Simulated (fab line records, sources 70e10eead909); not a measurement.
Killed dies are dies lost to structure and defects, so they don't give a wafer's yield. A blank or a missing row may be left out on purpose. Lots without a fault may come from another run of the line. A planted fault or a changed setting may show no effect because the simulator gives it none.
Which tool did it? | flow nand_harc | 11 lots, 33 wafers sampled, at 3 steps of a route of 1302

WHAT THE GAUGES READ, wafer by wafer
NHARC_P_ZERO_WELL_CD_MEAS_24: target cd 720 nm.
lot  | measured     | on        | cd_nm (nm)
L075 | day 2 08:28  | cd_sem-01 | 717.6 718.1 717.2
L077 | day 3 04:28  | cd_sem-01 | 717.6 718.6 718.9
L079 | day 4 01:42  | cd_sem-03 | 716.4 717.2 715.9
L081 | day 4 20:42  | cd_sem-01 | 718.1 716.9 718.5
L084 | day 6 02:35  | cd_sem-03 | 718.5 719.3 720.1
L086 | day 6 22:34  | cd_sem-01 | 718.3 719.2 720.7
L088 | day 7 18:28  | cd_sem-01 | 718.7 719.1 719.1
L090 | day 8 14:27  | cd_sem-02 | 723.0 719.4 718.4
L092 | day 9 10:37  | cd_sem-03 | 721.6 719.5 719.9
L094 | day 10 06:53 | cd_sem-03 | 718.1 716.0 720.2
L096 | day 11 02:34 | cd_sem-01 | 719.4 721.0 721.0

WHICH TOOL RAN EACH LOT (tool, then ch and the chambers of the sampled wafers, then the start)
lot  | NHARC_P_ZERO_WELL_ETCH_62                     | NHARC_P_ZERO_WELL_ETCH_63
L075 | rie_diel-13 ch 0,1,2, day 2 07:34 or earlier  | rie_si-03 ch 0,1,2, day 2 07:34
L077 | rie_diel-11 ch 0,1,2, day 3 03:40 or earlier  | rie_si-05 ch 1,3, day 3 03:40
L079 | rie_diel-08 ch 1,2,3, day 4 00:47 or earlier  | rie_si-03 ch 0,2,3, day 4 00:47
L081 | rie_diel-11 ch 0,1,2, day 4 19:54 or earlier  | rie_si-03 ch 1,2,3, day 4 19:54
L084 | rie_diel-08 ch 1,2, day 6 01:39 or earlier    | rie_si-05 ch 0,1,3, day 6 01:39
L086 | rie_diel-13 ch 0,1,3, day 6 21:39 or earlier  | rie_si-05 ch 1,2, day 6 21:39
L088 | rie_diel-08 ch 1,2,3, day 7 17:32 or earlier  | rie_si-06 ch 0,1, day 7 17:32
L090 | rie_diel-11 ch 0,1,3, day 8 13:39 or earlier  | rie_si-05 ch 0,1,3, day 8 13:39
L092 | rie_diel-13 ch 2,3, day 9 09:43 or earlier    | rie_si-06 ch 0,1,3, day 9 09:43
L094 | rie_diel-11 ch 0,1,3, day 10 05:58 or earlier | rie_si-06 ch 0,1,2, day 10 05:58
L096 | rie_diel-13 ch 0,3, day 11 01:39 or earlier   | rie_si-06 ch 0,3, day 11 01:39
- NHARC_P_ZERO_WELL_ETCH_62: etches the open film in CHF3/Ar, target depth 13 nm, time 6.5 s.
- NHARC_P_ZERO_WELL_ETCH_63: etches the open film in HBr/Cl2, target depth 120 nm, time 40.1 s.

THE ANSWER, worked out from the rows above alone
Rule: what is usual is taken from the lots themselves. Put in order of their means at a reading, lots are off if they are a third of the lots or fewer, leave a main group of 4 or more, and stand apart from it by a gap of 3 or more times the standard deviation of the main group's means; of several such gaps the widest counts. A main group whose means are all the same, to the digits that the tables above print for the reading, isn't used. A lot without any number at a reading at which 4 lots or more have one is off too. The other lots that the step has rows for count as sound.
No lot is off at any reading shown: from this, nothing can be told.

WHAT THE SIMULATOR HAD PUT IN
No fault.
